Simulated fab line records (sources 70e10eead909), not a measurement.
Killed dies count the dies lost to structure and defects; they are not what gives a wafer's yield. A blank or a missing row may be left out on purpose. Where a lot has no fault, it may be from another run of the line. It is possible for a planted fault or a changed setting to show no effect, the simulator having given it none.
fab line records ; flow nand-harc
record: lots: 7; wafers: 18; last-day: 24
route steps=1159 shown A_SOURCE_PLATE@420 A_ONON_D1@424 END@1159
lots that met no fault: from a run of the same line without faults
start-h: hours from the record's opening day to when the first of the lot's shown wafers began ; wait-h: hours from the lot's prior step to this one ; " as in the row above ; L1.1+2: a row that stands for several wafers ; - value missing, or start not given ; * or withheld: withheld ; < > ~ a bound
route shown NAME@n: NAME is a module with steps in the file, n the number in the route of the first one ; usual: mean and standard deviation over wafers with no fault ; same: alike in all rows ; chamber/n: place in a boat ; sites: the reading at each site ; _std_site: how widely they spread, as a standard deviation ; _edge_site: inner sites' mean taken away from outer sites' mean ; radius-mm: how far each site lies from the wafer's centre ; mask NAME#n: copy n ; behind: the most recent tool/chamber to have shaped the wafer ; hold: why the lot went on hold/how many hours it stayed there/how the hold came to an end ; device: which transistor (n, p or np) failed to switch ; end of line: the same wafers' tests at the end of the route ; where a step has no rows: the recipe by itself ; killed: at the first sort, the dies lost to defects and structure; wafer yield is something else ; map: a wafer's dies, marking killed ones x, the rest . and places with no die _
set.NAME: the setting as run; set.NAME@STEP: as run at that earlier step ; model.NAME: the simulator's own value behind a step, which no gauge read
certain route steps with their lots: each step a table, each wafer a row
services: a tool's chamber out of use, with start hour (start-h, from the record's first day; less than 0 if before it), hours out, and reason
== steps ==
step: NHARC_A_SOURCE_PLATE_THK_MEAS_06
recipe: thk-meas-gauge: ellipsometry
usual: thk-nm: 199.8/1.5
lot.wafer;tool;chamber;start-h;wait-h;thk-nm
L320.2;film-metro-02;-;178.37;0.4;201.4
L320.4;film-metro-02;-;178.37;0.4;200.4
L320.5;film-metro-02;-;178.37;0.4;200.8
L323.1;film-metro-02;-;200.69;0.4;197.5
L323.5;film-metro-02;-;200.69;0.4;198.0
L323.6;film-metro-02;-;200.69;0.4;199.5
L331.1;film-metro-02;-;234.02;0.4;201.8
L331.2;film-metro-02;-;234.02;0.4;198.3
L331.4;film-metro-02;-;234.02;0.4;197.7
L332.1;film-metro-02;-;257.27;0.4;200.2
L332.4;film-metro-02;-;257.27;0.4;200.5
L334.1;film-metro-01;-;266.04;0.4;198.7
L334.4;film-metro-01;-;266.04;0.4;197.7
L335.1;film-metro-02;-;266.04;0.4;202.8
L335.4;film-metro-02;-;266.04;0.4;203.4
L335.5;film-metro-02;-;266.04;0.4;200.4
L338.1;film-metro-02;-;282.95;0.4;197.3
L338.4;film-metro-02;-;282.95;0.4;197.0
step: NHARC_A_SOURCE_PLATE_INSPECT_08
usual: raw-defect-count: 60/32
lot.wafer;tool;chamber;start-h;wait-h;raw-defect-count
L320.2;defect-inspect-01;-;178.44;0.0;49
L320.4;defect-inspect-01;-;178.44;0.0;44
L320.5;defect-inspect-01;-;178.44;0.0;47
L323.1;defect-inspect-02;-;200.75;0.0;32
L323.5;defect-inspect-02;-;200.75;0.0;58
L323.6;defect-inspect-02;-;200.75;0.0;48
L331.1;defect-inspect-02;-;234.09;0.0;31
L331.2;defect-inspect-02;-;234.09;0.0;62
L331.4;defect-inspect-02;-;234.09;0.0;71
L332.1;defect-inspect-01;-;257.36;0.0;56
L332.4;defect-inspect-01;-;257.36;0.0;115
L334.1;defect-inspect-01;-;266.11;0.0;68
L334.4;defect-inspect-01;-;266.11;0.0;71
L335.1;defect-inspect-02;-;266.13;0.0;26
L335.4;defect-inspect-02;-;266.13;0.0;37
L335.5;defect-inspect-02;-;266.13;0.0;34
L338.1;defect-inspect-01;-;283.01;0.0;36
L338.4;defect-inspect-01;-;283.01;0.0;65
step: NHARC_A_ONON_D1_DEP_00
recipe: target-thk-a: 10000; n2-flow-sccm: 2750; n2o-flow-sccm: 2000; nh3-flow-sccm: 500; sih4-flow-sccm: 210; temp-c: 400
step: NHARC_A_ONON_D1_THK_MEAS_02
recipe: thk-meas-gauge: ellipsometry
usual: thk-nm: 1000/9.3
lot.wafer;tool;chamber;start-h;wait-h;thk-nm
L320.2;film-metro-01;-;179.04;-;1002
L320.4;film-metro-01;-;179.04;-;1003
L320.5;film-metro-01;-;179.04;-;1003
L323.1;film-metro-01;-;201.33;-;1003
L323.5;film-metro-01;-;201.33;-;1002
L323.6;film-metro-01;-;201.33;-;1004
L331.1;film-metro-02;-;234.66;-;999
L331.2;film-metro-02;-;234.66;-;998
L331.4;film-metro-02;-;234.66;-;1000
L332.1;film-metro-02;-;257.94;-;995
L332.4;film-metro-02;-;257.94;-;994
L334.1;film-metro-01;-;266.68;-;983
L334.4;film-metro-01;-;266.68;-;983
L335.1;film-metro-02;-;266.71;-;988
L335.4;film-metro-02;-;266.71;-;986
L335.5;film-metro-02;-;266.71;-;987
L338.1;film-metro-02;-;283.59;-;1006
L338.4;film-metro-02;-;283.59;-;1010
step: NHARC_A_ONON_D1_DEP_03
recipe: target-thk-a: 10000; n2-flow-sccm: 2750; n2o-flow-sccm: 2000; nh3-flow-sccm: 500; sih4-flow-sccm: 210; temp-c: 400
step: NHARC_A_ONON_D1_THK_MEAS_05
recipe: thk-meas-gauge: ellipsometry
usual: thk-nm: 1001/8.4
lot.wafer;tool;chamber;start-h;wait-h;thk-nm
L320.2;film-metro-02;-;179.71;-;983
L320.4;film-metro-02;-;179.71;-;984
L320.5;film-metro-02;-;179.71;-;984
L323.1;film-metro-02;-;201.90;-;1001
L323.5;film-metro-02;-;201.90;-;1001
L323.6;film-metro-02;-;201.90;-;1003
L331.1;film-metro-01;-;235.23;-;996
L331.2;film-metro-01;-;235.23;-;995
L331.4;film-metro-01;-;235.23;-;996
L332.1;film-metro-01;-;258.51;-;1001
L332.4;film-metro-01;-;258.51;-;1001
L334.1;film-metro-02;-;267.24;-;1001
L334.4;film-metro-02;-;267.24;-;1000
L335.1;film-metro-01;-;267.27;-;1015
L335.4;film-metro-01;-;267.27;-;1016
L335.5;film-metro-01;-;267.27;-;1013
L338.1;film-metro-01;-;284.15;-;1001
L338.4;film-metro-01;-;284.15;-;1003
step: NHARC_A_ONON_D1_DEP_06
recipe: target-thk-a: 10000; n2-flow-sccm: 2750; n2o-flow-sccm: 2000; nh3-flow-sccm: 500; sih4-flow-sccm: 210; temp-c: 400
step: NHARC_A_ONON_D1_THK_MEAS_08
recipe: thk-meas-gauge: ellipsometry
usual: thk-nm: 998/11
lot.wafer;tool;chamber;start-h;wait-h;thk-nm
L320.2;film-metro-02;-;180.42;-;990
L320.4;film-metro-02;-;180.42;-;990
L320.5;film-metro-02;-;180.42;-;990
L323.1;film-metro-01;-;202.47;-;996
L323.5;film-metro-01;-;202.47;-;997
L323.6;film-metro-01;-;202.47;-;996
L331.1;film-metro-01;-;235.79;-;990
L331.2;film-metro-01;-;235.79;-;993
L331.4;film-metro-01;-;235.79;-;993
L332.1;film-metro-02;-;259.10;-;993
L332.4;film-metro-02;-;259.10;-;993
L334.1;film-metro-01;-;267.82;-;981
L334.4;film-metro-01;-;267.82;-;980
L335.1;film-metro-01;-;267.84;-;988
L335.4;film-metro-01;-;267.84;-;989
L335.5;film-metro-01;-;267.84;-;988
L338.1;film-metro-01;-;284.72;-;995
L338.4;film-metro-01;-;284.72;-;994
step: NHARC_A_ONON_D1_DEP_09
recipe: target-thk-a: 10000; n2-flow-sccm: 2750; n2o-flow-sccm: 2000; nh3-flow-sccm: 500; sih4-flow-sccm: 210; temp-c: 400
step: NHARC_A_ONON_D1_THK_MEAS_11
recipe: thk-meas-gauge: ellipsometry
usual: thk-nm: 1000/8.8
lot.wafer;tool;chamber;start-h;wait-h;thk-nm
L320.2;film-metro-01;-;180.99;-;1007
L320.4;film-metro-01;-;180.99;-;1003
L320.5;film-metro-01;-;180.99;-;1005
L323.1;film-metro-01;-;203.04;-;977
L323.5;film-metro-01;-;203.04;-;977
L323.6;film-metro-01;-;203.04;-;979
L331.1;film-metro-02;-;236.36;-;1004
L331.2;film-metro-02;-;236.36;-;1003
L331.4;film-metro-02;-;236.36;-;1002
L332.1;film-metro-02;-;259.67;-;990
L332.4;film-metro-02;-;259.67;-;990
L334.1;film-metro-02;-;268.38;-;1002
L334.4;film-metro-02;-;268.38;-;1001
L335.1;film-metro-01;-;268.41;-;997
L335.4;film-metro-01;-;268.41;-;998
L335.5;film-metro-01;-;268.41;-;995
L338.1;film-metro-01;-;285.29;-;991
L338.4;film-metro-01;-;285.29;-;992
step: NHARC_A_ONON_D1_DEP_12
recipe: target-thk-a: 10000; n2-flow-sccm: 2750; n2o-flow-sccm: 2000; nh3-flow-sccm: 500; sih4-flow-sccm: 210; temp-c: 400
usual: susceptor-temp-C: 399.95/0.21
lot.wafer;tool;chamber;start-h;wait-h;susceptor-temp-C
L320.2;pecvd-onon-03;0;181.10;0.1;400.23
L320.4;pecvd-onon-03;0;181.10;0.1;399.83
L320.5;pecvd-onon-03;0;181.10;0.1;399.92
L323.1;pecvd-onon-04;0;203.10;0.1;399.90
L323.5;pecvd-onon-04;0;203.10;0.1;400.14
L323.6;pecvd-onon-04;0;203.10;0.1;400.10
L331.1;pecvd-onon-04;0;236.41;0.1;400.24
L331.2;pecvd-onon-04;0;236.41;0.1;400.38
L331.4;pecvd-onon-04;0;236.41;0.1;400.48
L332.1;pecvd-onon-03;0;259.72;0.1;400.15
L332.4;pecvd-onon-03;0;259.72;0.1;400.05
L334.1;pecvd-onon-03;0;268.44;0.1;399.72
L334.4;pecvd-onon-03;0;268.44;0.1;399.96
L335.1;pecvd-onon-04;0;268.46;0.1;400.10
L335.4;pecvd-onon-04;0;268.46;0.1;399.89
L335.5;pecvd-onon-04;0;268.46;0.1;399.76
L338.1;pecvd-onon-03;0;285.34;0.1;399.94
L338.4;pecvd-onon-03;0;285.34;0.1;399.82
step: NHARC_A_ONON_D1_THK_MEAS_14
recipe: thk-meas-gauge: ellipsometry
usual: thk-nm: 1001/12
lot.wafer;tool;chamber;start-h;wait-h;thk-nm
L320.2;film-metro-02;-;181.56;-;998
L320.4;film-metro-02;-;181.56;-;999
L320.5;film-metro-02;-;181.56;-;995
L323.1;film-metro-01;-;203.61;-;1001
L323.5;film-metro-01;-;203.61;-;1000
L323.6;film-metro-01;-;203.61;-;1001
L331.1;film-metro-02;-;236.92;-;1024
L331.2;film-metro-02;-;236.92;-;1024
L331.4;film-metro-02;-;236.92;-;1025
L332.1;film-metro-02;-;260.23;-;1004
L332.4;film-metro-02;-;260.23;-;1664
L334.1;film-metro-01;-;268.95;-;1012
L334.4;film-metro-01;-;268.95;-;1671
L335.1;film-metro-02;-;269.00;-;983
L335.4;film-metro-02;-;269.00;-;983
L335.5;film-metro-02;-;269.00;-;982
L338.1;film-metro-02;-;285.86;-;994
L338.4;film-metro-02;-;285.86;-;1654
step: NHARC_A_ONON_D1_ANNEAL_15
recipe: temp-c: 750; time-s: 3600
step: NHARC_END_SORT_01
recipe: temp-c: 25
usual: killed-at-array: 25/9.2; killed-at-other: 0.9/1.3; killed-at-periphery: 3.3/2.3; killed-dies: 29/9.6; killed-open: 3.2/1.8; killed-short: 2/1.4
same: gross-dies: 677
lot.wafer;tool;chamber;start-h;wait-h;killed-at-array;killed-at-other;killed-at-periphery;killed-dies;killed-open;killed-short
L332.4;prober-01;0;554.09;3.4;674;0;3;677;0;0
L334.4;prober-02;0;569.61;3.4;671;2;4;677;6;1
L338.4;prober-01;0;569.75;3.4;669;2;6;677;6;2
killed by level:class
L332.4 A_ONON_D1:area-dep=644 A_CHANNEL_HOLE_D1:chamber-film-flake=13 A_SLIT:chamber-film-flake=13 A_CONTACT:chamber-film-flake=4 P_M1:chamber-film-flake=2 P_ZERO_WELL:chamber-film-flake=1
L334.4 A_ONON_D1:area-dep=636 A_CHANNEL_HOLE_D1:chamber-film-flake=20 A_SLIT:chamber-film-flake=7 P_M2:geometric-particle:open=2 A_CONTACT:chamber-film-flake=2 A_ONON_D1:geometric-particle:short=1 A_ONON_D1:geometric-particle:open=1 A_CONTACT:geometric-particle:open=1
L338.4 A_ONON_D1:area-dep=652 A_CONTACT:chamber-film-flake=6 P_M2:chamber-film-flake=3 A_CHANNEL_HOLE_D1:chamber-film-flake=3 A_SLIT:chamber-film-flake=3 THIN_TSV:chamber-film-flake=2 P_GATE:geometric-particle:open=1 P_CONTACT:geometric-particle:open=1
map L332.4 (x killed, . not)
____________x____________
_________xxxxxxx_________
_______xxxxxxxxxxx_______
______xxxxxxxxxxxxx______
_____xxxxxxxxxxxxxxx_____
____xxxxxxxxxxxxxxxxx____
____xxxxxxxxxxxxxxxxx____
___xxxxxxxxxxxxxxxxxxx___
___xxxxxxxxxxxxxxxxxxx___
__xxxxxxxxxxxxxxxxxxxxx__
__xxxxxxxxxxxxxxxxxxxxx__
_xxxxxxxxxxxxxxxxxxxxxxx_
_xxxxxxxxxxxxxxxxxxxxxxx_
_xxxxxxxxxxxxxxxxxxxxxxx_
_xxxxxxxxxxxxxxxxxxxxxxx_
_xxxxxxxxxxxxxxxxxxxxxxx_
xxxxxxxxxxxxxxxxxxxxxxxxx
xxxxxxxxxxxxxxxxxxxxxxxxx
xxxxxxxxxxxxxxxxxxxxxxxxx
xxxxxxxxxxxxxxxxxxxxxxxxx
xxxxxxxxxxxxxxxxxxxxxxxxx
_xxxxxxxxxxxxxxxxxxxxxxx_
_xxxxxxxxxxxxxxxxxxxxxxx_
_xxxxxxxxxxxxxxxxxxxxxxx_
_xxxxxxxxxxxxxxxxxxxxxxx_
_xxxxxxxxxxxxxxxxxxxxxxx_
__xxxxxxxxxxxxxxxxxxxxx__
__xxxxxxxxxxxxxxxxxxxxx__
___xxxxxxxxxxxxxxxxxxx___
___xxxxxxxxxxxxxxxxxxx___
____xxxxxxxxxxxxxxxxx____
____xxxxxxxxxxxxxxxxx____
_____xxxxxxxxxxxxxxx_____
______xxxxxxxxxxxxx______
_______xxxxxxxxxxx_______
_________xxxxxxx_________
____________x____________
map L334.4 (x killed, . not)
____________x____________
_________xxxxxxx_________
_______xxxxxxxxxxx_______
______xxxxxxxxxxxxx______
_____xxxxxxxxxxxxxxx_____
____xxxxxxxxxxxxxxxxx____
____xxxxxxxxxxxxxxxxx____
___xxxxxxxxxxxxxxxxxxx___
___xxxxxxxxxxxxxxxxxxx___
__xxxxxxxxxxxxxxxxxxxxx__
__xxxxxxxxxxxxxxxxxxxxx__
_xxxxxxxxxxxxxxxxxxxxxxx_
_xxxxxxxxxxxxxxxxxxxxxxx_
_xxxxxxxxxxxxxxxxxxxxxxx_
_xxxxxxxxxxxxxxxxxxxxxxx_
_xxxxxxxxxxxxxxxxxxxxxxx_
xxxxxxxxxxxxxxxxxxxxxxxxx
xxxxxxxxxxxxxxxxxxxxxxxxx
xxxxxxxxxxxxxxxxxxxxxxxxx
xxxxxxxxxxxxxxxxxxxxxxxxx
xxxxxxxxxxxxxxxxxxxxxxxxx
_xxxxxxxxxxxxxxxxxxxxxxx_
_xxxxxxxxxxxxxxxxxxxxxxx_
_xxxxxxxxxxxxxxxxxxxxxxx_
_xxxxxxxxxxxxxxxxxxxxxxx_
_xxxxxxxxxxxxxxxxxxxxxxx_
__xxxxxxxxxxxxxxxxxxxxx__
__xxxxxxxxxxxxxxxxxxxxx__
___xxxxxxxxxxxxxxxxxxx___
___xxxxxxxxxxxxxxxxxxx___
____xxxxxxxxxxxxxxxxx____
____xxxxxxxxxxxxxxxxx____
_____xxxxxxxxxxxxxxx_____
______xxxxxxxxxxxxx______
_______xxxxxxxxxxx_______
_________xxxxxxx_________
____________x____________
== services ==
tool;chamber;start-h;hours;kind
pecvd-onon-04;-;237.00;13.0;pm
== key ==
first-sign: step: NHARC_A_ONON_D1_THK_MEAS_14; reading: thk-nm; direction: up; sigmas: 55; usual: 1001; struck: 1663
effect: step: NHARC_END_SORT_01; reading: killed-at-array; direction: up; sigmas: 70; usual: 25; struck: 671
more-kills-born-at: NHARC_A_ONON_D1_DEP_12@pecvd-onon-03: 1932
met-at NHARC_A_ONON_D1_DEP_12
struck-wafers L332.4,L334.4,L338.4
later-rows-left-out L332.4,L334.4,L338.4
tester-left-out L332,L334,L338
onset-between 181.10 259.72
fault: kind: process-parameter-drift; tool: pecvd-onon-03; chamber: -; onset-h: 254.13; steps: NHARC_A_ONON_D1_DEP_12; channel: target-thk-a; offset: *; shape: step; end-h: 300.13; scope: struck-wafers-only; acts-in: *; stated: *
tester-left-out: of these lots the tester's yield and bins aren't shown, on N5 and GAA mostly nor the transistor test; their killed dies are dies lost to structure and defects alone, not to doping, threshold or leakage, so they don't give the yield
later-rows-left-out: the simulator's readings of these wafers behind a module that went badly wrong aren't trusted and aren't shown, but for the sort
